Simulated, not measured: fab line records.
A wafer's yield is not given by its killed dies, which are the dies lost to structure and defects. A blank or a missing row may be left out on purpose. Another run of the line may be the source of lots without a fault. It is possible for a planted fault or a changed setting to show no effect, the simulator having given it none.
Split-lot trial    flow n5-finfet    21 wafers read across 7 lots, on a route 1938 steps long

## ABOUT THE SPLIT
At N5_BEOL_M4_ETCH_64 (etches SOC in N2/H2, target depth 75 nm, overetch 22.5 nm, time 121.9 s), the setting bias-w was moved away from the recipe's 150 W on 6 of the 21 wafers read, by -16.0% to +17.6%. For the rest of the wafers, this setting stayed at what the recipe calls for.

Reading taken at the split's own step.

## THE READING
rf-vpp-V, in V, at N5_BEOL_M4_ETCH_64 (etches SOC in N2/H2, target depth 75 nm, overetch 22.5 nm, time 121.9 s). Fault-free wafers of this fab line usually give 523.5 V, standard deviation 2.4 V.

wafer   tool, chamber at the split  bias-w as run, W  against the recipe  rf-vpp-V, V  against lot-mates on the recipe
L074.2  rie-diel-03, 0              158.1             +5.4%               538.3        +15.3
L074.5  rie-diel-03, 2              150               recipe              523.0        -
L074.6  rie-diel-03, 3              158.1             +5.4%               545.1        +22.1
L079.1  rie-diel-04, 1              176.4             +17.6%              584.1        +61.6
L079.2  rie-diel-04, 2              150               recipe              522.5        -
L079.6  rie-diel-04, 2              176.4             +17.6%              578.2        +55.7
L080.1  rie-diel-03, 2              150               recipe              521.4        -
L080.4  rie-diel-03, 2              150               recipe              523.9        -
L080.5  rie-diel-03, 3              150               recipe              526.6        -
L084.1  rie-diel-02, 3              150               recipe              528.6        -
L084.3  rie-diel-02, 1              126               -16.0%              468.6        -57.2
L084.6  rie-diel-02, 1              150               recipe              523.0        -
L088.2  rie-diel-02, 0              150               recipe              520.3        -
L088.4  rie-diel-02, 2              150               recipe              521.7        -
L088.5  rie-diel-02, 3              150               recipe              527.2        -
L087.4  rie-diel-03, 0              150               recipe              520.9        -
L087.5  rie-diel-03, 0              150               recipe              520.9        -
L087.6  rie-diel-03, 3              150               recipe              526.6        -
L091.1  rie-diel-04, 3              150               recipe              522.1        -
L091.2  rie-diel-04, 1              150               recipe              524.3        -
L091.4  rie-diel-04, 0              168.4             +12.3%              562.8        +39.6

FIT RESULTS
A straight line over all 21 wafers: rf-vpp-V changes by +3.31 V for each +1% of bias-w; r = +0.99; the points scatter about the line by 2.7 V.
The same after taking each lot's own level away (the mean of its wafers on the recipe; 21 wafers): +3.39 V for each +1%; r = +0.99; scatter 2.7 V.
According to that fit, moving bias-w by its largest amount changes the reading by 60 V.
Measured against the standard deviation above, the lots' own levels, which go from 522.50 to 525.80 V, span 1.4 times it.
The two slopes agree, so the slope changes little with the lot-to-lot level.
Check: for one of the wafers moved furthest among these (+17.6%), held out of the fit, the line's prediction against its lot-mates is +58.5 V. It came out at +61.6 V against them.
Tool readings at the split's step, against how far the setting was moved: rf-vpp-V r = +0.99.

## THE OTHER SPLITS THESE WAFERS WENT THROUGH
Other splits were also applied to these wafers ahead of the reading. Each is held against what the fit with the lots' levels taken away leaves over:
other split on the same wafers  wafers away from the commonest value  r with rf-vpp-V (lot level and that fit taken away)
N5_BEOL_M4_DESCUM_16 time-s     9                                     -0.04

## THE WHOLE CHAIN: every reading that the file lists as answering this split, in the file's order
step                what it does                                                             reading                                                                           change (the file's fit)                 r (the file's)
N5_BEOL_M4_ETCH_64  etches SOC in N2/H2, target depth 75 nm, overetch 22.5 nm, time 121.9 s  rf-vpp-V                                                                          +3.4 V for each +1% of the setting      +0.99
N5_BEOL_M4_ETCH_64  etches SOC in N2/H2, target depth 75 nm, overetch 22.5 nm, time 121.9 s  SiARC_of_BEOL_M4_COAT_62.thk-nm (the simulator's own value, which no gauge read)  -0.0812 nm for each +1% of the setting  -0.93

## THE FILE'S OWN FIT
rf-vpp-V changes by +3.4 V for each +1% of bias-w, r = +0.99.
